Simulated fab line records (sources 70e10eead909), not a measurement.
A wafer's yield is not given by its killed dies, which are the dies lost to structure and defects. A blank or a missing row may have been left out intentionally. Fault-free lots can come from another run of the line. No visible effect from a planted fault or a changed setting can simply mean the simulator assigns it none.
The tool behind it: which one? ; flow nand_harc ; 39 wafers from 13 lots sampled at 5 of the route's 1159 steps

## WHAT EACH GAUGE READ, for each wafer
NHARC_A_BLC_INSPECT_28.
lot;measured;on;raw_defect_count
L227;day 17 15:18;defect_inspect-01;505 400 321
L228;day 17 20:04;defect_inspect-02;234 342 389
L229;day 17 21:14;defect_inspect-01;329 341 323
L234;day 18 23:52;defect_inspect-01;278 388 309
L235;day 19 03:28;defect_inspect-02;519 497 287
L236;day 19 18:53;defect_inspect-01;531 487 397
L237;day 19 22:36;defect_inspect-01;339 556 417
L240;day 20 09:10;defect_inspect-02;322 371 474
L242;day 21 10:27;defect_inspect-02;328 292 295
L243;day 21 16:04;defect_inspect-01;309 319 321
L244;day 21 16:29;defect_inspect-02;438 380 418
L248;day 22 13:19;defect_inspect-01;385 596 371
L250;day 23 03:19;defect_inspect-02;451 539 715

NHARC_A_M0_OVL_MEAS_10: pitch 160 nm.
lot;measured;on;overlay_x_nm (nm);overlay_y_nm (nm)
L227;day 17 16:17;overlay-02;-1.3 -1.5 -1.0;0.5 0.6 -0.2
L228;day 17 21:04;overlay-01;-0.2 -0.6 0.2;-0.6 -0.8 -0.8
L229;day 17 22:13;overlay-02;1.2 1.2 0.7;-1.9 -1.6 -0.9
L234;day 19 00:52;overlay-01;-0.3 0.2 0.2;0.3 0.2 -0.1
L235;day 19 04:28;overlay-02;0.2 -0.3 0.1;1.5 1.6 1.2
L236;day 19 20:16;overlay-01;-0.1 0.6 -0.1;0.0 -0.5 -0.3
L237;day 19 23:35;overlay-02;-1.3 -0.8 -1.3;-0.2 -0.2 0.2
L240;day 20 10:01;overlay-01;0.3 0.1 0.1;0.7 0.5 0.5
L242;day 21 11:26;overlay-01;0.5 0.9 0.8;0.5 0.5 0.1
L243;day 21 17:28;overlay-02;-0.8 -0.9 -0.5;-0.8 -0.3 -0.8
L244;day 21 17:40;overlay-01;0.1 -0.4 -0.4;-0.1 0.7 0.5
L248;day 22 14:13;overlay-01;-0.6 -0.3 -0.3;1.9 2.0 1.8
L250;day 23 04:20;overlay-01;-0.3 -0.1 -0.2;-0.7 -0.8 -0.3

NHARC_END_SORT_01.
lot;measured;on;defect_limited_yield (%);killed_at_array;killed_at_other;killed_at_periphery;killed_dies;killed_open;killed_short;sort_bin_2_pct (%);sort_bin_3_pct (%);sort_bin_4_pct (%);sort_n_pass;sort_rim_yield_pct (%);sort_yield_pct (%)
L227;day 19 12:32;prober-02;95.4 96.9 97.2;24 18 14;0 0 0;7 3 5;31 21 19;4 1 2;2 2 3;1.0 1.3 0.9;0.44 0.15 0.15;3.1 1.6 1.8;646 656 658;98.1 93.4 96.2;95.4 96.9 97.2
L228;day 20 04:19;prober-02;97.6 97.0 97.3;13 13 11;0 0 1;3 7 6;16 20 18;1 4 4;3 1 3;1.3 0.6 0.4;0 0.30 0.15;1.0 2.1 2.1;661 657 659;97.2 95.3 100.0;97.6 97.0 97.3
L229;day 19 22:02;prober-02;96.9 96.8 95.1;19 14 31;1 0 0;1 8 2;21 22 33;7 5 5;1 1 1;0.9 1.5 1.8;0 0.30 0.30;2.2 1.5 2.8;656 655 644;97.2 98.1 98.1;96.9 96.8 95.1
L234;day 20 16:56;prober-01;93.4 96.0 95.1;40 26 26;2 1 2;3 0 5;45 27 33;3 1 2;3 0 4;1.8 0.9 2.1;0.44 0.15 0;4.4 3.0 2.8;632 650 644;94.3 91.5 94.3;93.4 96.0 95.1
L235;day 20 21:56;prober-02;95.9 95.9 95.4;21 19 21;3 2 0;4 7 10;28 28 31;5 2 2;1 0 2;1.3 1.8 1.5;0.30 0.15 0.15;2.5 2.2 3.0;649 649 646;97.2 98.1 93.4;95.9 95.9 95.4
L236;day 21 16:27;prober-02;95.7 95.4 96.0;26 29 23;1 0 2;2 2 2;29 31 27;5 5 5;2 2 2;1.0 1.2 1.3;0.44 0.30 0.30;2.8 3.1 2.4;648 646 650;98.1 98.1 97.2;95.7 95.4 96.0
L237;day 21 19:40;prober-01;95.3 94.7 94.8;24 28 29;0 0 0;8 8 6;32 36 35;5 2 5;2 1 3;1.6 2.4 1.2;0.44 0 0.30;2.7 3.0 3.7;645 641 642;91.5 93.4 97.2;95.3 94.7 94.8
L240;day 22 03:44;prober-01;97.6 95.3 98.4;15 29 9;0 0 0;1 3 2;16 32 11;1 3 3;1 2 1;0.3 2.1 0.3;0.15 0.30 0;1.9 2.4 1.3;661 645 666;100.0 99.1 100.0;97.6 95.3 98.4
L243;day 23 05:07;prober-02;93.5 92.2 93.8;38 40 38;1 1 0;5 12 4;44 53 42;5 4 3;0 5 1;3.8 5.6 4.3;0.15 0.15 0.30;2.5 2.1 1.6;633 624 635;80.2 83.0 82.1;93.5 92.2 93.8
L244;day 23 15:55;prober-01;90.5 87.3 88.9;60 84 73;1 0 0;3 2 2;64 86 75;6 5 3;1 0 1;5.5 7.1 5.5;0.44 0.30 0.15;3.5 5.3 5.5;613 591 602;93.4 88.7 89.6;90.5 87.3 88.9
L248;day 24 07:35;prober-01;95.0 95.6 93.5;34 26 39;0 3 1;0 1 4;34 30 44;1 3 5;1 1 2;1.5 1.3 2.2;0.44 0 0.30;3.1 3.1 4.0;643 647 633;95.3 96.2 94.3;95.0 95.6 93.5
L250;day 24 22:18;prober-02;96.3 95.7 97.0;14 20 11;2 3 2;9 6 7;25 29 20;4 2 3;0 2 0;1.0 1.3 1.5;0 0 0.15;2.7 3.0 1.3;652 648 657;94.3 99.1 96.2;96.3 95.7 97.0

## WHAT TOOL EACH LOT RAN ON (gives the tool, then ch and the chambers of the sampled wafers, and finally the start)
lot;NHARC_A_M0_ANNEAL_30;NHARC_A_M0_CMP_23
L227;rtp_anneal-02 ch 0, day 17 18:25;cmp-02 ch 0,1,2, day 17 18:46
L228;rtp_anneal-01 ch 0, day 17 22:55;cmp-02 ch 0,1,2, day 17 23:13
L229;rtp_anneal-01 ch 0, day 18 00:10;cmp-02 ch 1,2,3, day 18 00:24
L234;rtp_anneal-01 ch 0, day 19 02:48;cmp-03 ch 1,2,3, day 19 03:06
L235;rtp_anneal-02 ch 0, day 19 06:30;cmp-03 ch 2,3, day 19 06:44
L236;rtp_anneal-01 ch 0, day 19 22:06;cmp-04 ch 0,1,3, day 19 22:31
L237;rtp_anneal-01 ch 0, day 20 01:33;cmp-02 ch 0,1,2, day 20 01:49
L240;rtp_anneal-01 ch 0, day 20 11:47;cmp-02 ch 0,1, day 20 12:08
L242;rtp_anneal-02, day 21 13:17;cmp-03 ch 0,3, day 21 13:31
L243;rtp_anneal-02, day 21 19:13;cmp-02 ch 1,2,3, day 21 19:37
L244;rtp_anneal-01, day 21 19:31;cmp-03 ch 0,2,3, day 21 19:52
L248;rtp_anneal-02 ch 0, day 22 16:01;cmp-04 ch 1,2,3, day 22 16:22
L250;rtp_anneal-02 ch 0, day 23 06:26;cmp-02 ch 1,2,3, day 23 06:46
- NHARC_A_M0_ANNEAL_30: time 90 s.
- NHARC_A_M0_CMP_23: polishes, t overpolish 20 s, target thk 113.75 nm.

## WHAT THE TOOLS THEMSELVES READ (means of the sampled wafers that have a number; where no wafer has one, the mark that the record gives instead)
NHARC_A_M0_ANNEAL_30.
lot;tool;anneal_temp_c (C);anneal_temp_c_max;wafer_temp_C_max
L227;rtp_anneal-02;224.86;225.7;226.32
L228;rtp_anneal-01;225.15;226.8;226.06
L229;rtp_anneal-01;225.11;226.7;225.99
L234;rtp_anneal-01;224.76;226.2;226.15
L235;rtp_anneal-02;225.04;226.0;225.94
L236;rtp_anneal-01;225.05;226.7;226.22
L237;rtp_anneal-01;224.77;226.5;226.11
L240;rtp_anneal-01;224.78;226.4;226.06
L242;rtp_anneal-02;-;-;-
L243;rtp_anneal-02;-;-;-
L244;rtp_anneal-01;-;-;-
L248;rtp_anneal-02;225.01;225.9;226.17
L250;rtp_anneal-02;224.94;225.8;225.89

NHARC_A_M0_CMP_23.
lot;tool;motor_current_A (A);time_to_endpoint_s (s)
L227;cmp-02;12.2;29
L228;cmp-02;12.3;27
L229;cmp-02;11.5;28
L234;cmp-03;12.3;32
L235;cmp-03;12.6;33
L236;cmp-04;12.6;27
L237;cmp-02;11.8;28
L240;cmp-02;11.3;26
L242;cmp-03;10.6;33
L243;cmp-02;12.2;27
L244;cmp-03;11.5;33
L248;cmp-04;12.4;31
L250;cmp-02;11.9;28

## THE ANSWER, worked out from the rows above alone
Rule: the usual values come from the lots themselves. The widest of any qualifying gaps counts: lots, ordered by their means at a reading, are off when they make up no more than a third of the lots, leave a main group of 4 or more, and stand apart from it by 3 or more times the standard deviation of that group's means. The tables above print the reading to a certain number of digits; a main group whose means all agree to those digits is not used. A lot without any number at a reading at which 4 lots or more have one is off too. All remaining lots with rows at the step are treated as sound. First the gauges in route order, then the tools' own readings, where a lot's mean is used as printed above. At the first step where some lot is off, the reading lying furthest off is the one used; lots without a number count as furthest.
Off: L243, L244, at NHARC_END_SORT_01 (sort_bin_2_pct). Main group: mean 1.3 %, sd 0.32. Neither off nor sound, because the step has no rows for them: L242.
A tool fits if, at a process step before that reading, it ran every lot that is off, and no sound lot after the first of them. Not tried: the gauges at NHARC_END_SORT_01; whatever is off there is also off at NHARC_A_M0_ANNEAL_30, on other tools, and gauge error can't account for it. No candidate that was tried fits.

## WHAT THE SIMULATOR PUT IN
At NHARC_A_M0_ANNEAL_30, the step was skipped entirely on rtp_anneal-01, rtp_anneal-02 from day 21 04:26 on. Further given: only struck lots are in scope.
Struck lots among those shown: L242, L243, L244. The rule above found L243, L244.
